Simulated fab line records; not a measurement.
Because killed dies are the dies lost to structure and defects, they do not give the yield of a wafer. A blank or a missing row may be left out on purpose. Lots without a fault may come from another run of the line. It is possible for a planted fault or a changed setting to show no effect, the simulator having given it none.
Matching of chambers / flow n5Finfet / pecvd-03 running N5_BEOL_M1_ILD_DEP_00: 3 sister chambers
The step deposits SiOC from DEMS/O2, target thk 79 nm, time 15.3 s. 6 wafers are shown with their chamber, then 12 later ones without.

## WAFERS, EACH WITH ITS CHAMBER
wafer=L082.2; chamber=2; showerheadVppV (V)=1301; throttleValvePct (%)=12.0
wafer=L082.3; chamber=1; showerheadVppV (V)=1420; throttleValvePct (%)=12.8
wafer=L082.4; chamber=2; showerheadVppV (V)=1296; throttleValvePct (%)=12.3
wafer=L091.2; chamber=0; showerheadVppV (V)=1369; throttleValvePct (%)=11.4
wafer=L091.3; chamber=0; showerheadVppV (V)=1359; throttleValvePct (%)=11.3
wafer=L091.5; chamber=1; showerheadVppV (V)=1431; throttleValvePct (%)=12.8

## WAFERS WITHOUT THEIR CHAMBER
wafer=L093.3; showerheadVppV (V)=1392; throttleValvePct (%)=12.9
wafer=L093.5; showerheadVppV (V)=1363; throttleValvePct (%)=11.2
wafer=L093.6; showerheadVppV (V)=1273; throttleValvePct (%)=11.2
wafer=L092.1; showerheadVppV (V)=1316; throttleValvePct (%)=11.2
wafer=L092.2; showerheadVppV (V)=1418; throttleValvePct (%)=12.6
wafer=L092.5; showerheadVppV (V)=1366; throttleValvePct (%)=11.1
wafer=L094.2; showerheadVppV (V)=1311; throttleValvePct (%)=11.0
wafer=L094.3; showerheadVppV (V)=1402; throttleValvePct (%)=13.0
wafer=L094.6; showerheadVppV (V)=1350; throttleValvePct (%)=11.0
wafer=L096.4; showerheadVppV (V)=1368; throttleValvePct (%)=11.3
wafer=L096.5; showerheadVppV (V)=1306; throttleValvePct (%)=11.4
wafer=L096.6; showerheadVppV (V)=1412; throttleValvePct (%)=12.8

## CHAMBER TAKEN BY EACH
wafer=L093.3; from the rows above=1; in truth=1
wafer=L093.5; from the rows above=0; in truth=0
wafer=L093.6; from the rows above=2; in truth=2
wafer=L092.1; from the rows above=can't be placed: 0 or 2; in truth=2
wafer=L092.2; from the rows above=1; in truth=1
wafer=L092.5; from the rows above=0; in truth=0
wafer=L094.2; from the rows above=can't be placed: 0 or 2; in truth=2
wafer=L094.3; from the rows above=1; in truth=1
wafer=L094.6; from the rows above=0; in truth=0
wafer=L096.4; from the rows above=0; in truth=0
wafer=L096.5; from the rows above=2; in truth=2
wafer=L096.6; from the rows above=1; in truth=1
Correctly placed: 10 of 12. Cannot be placed on the basis of these rows: 2; the candidates contain the true chamber in 2. Wrongly placed: 0.
How it was worked out, from the rows above alone: a wafer's distance from a chamber is the root of the sum, over the readings, of the square of ((its reading less the chamber's mean) divided by the reading's scatter). If the next closest chamber is less than 2 further off than the closest, the wafer can't be placed; otherwise it belongs to the closest. Each chamber's mean is taken over the wafers shown for it. The scatter is the square root of a quotient: the sum, over the shown wafers, of each reading's squared deviation from its chamber's mean, divided by wafers minus chambers.
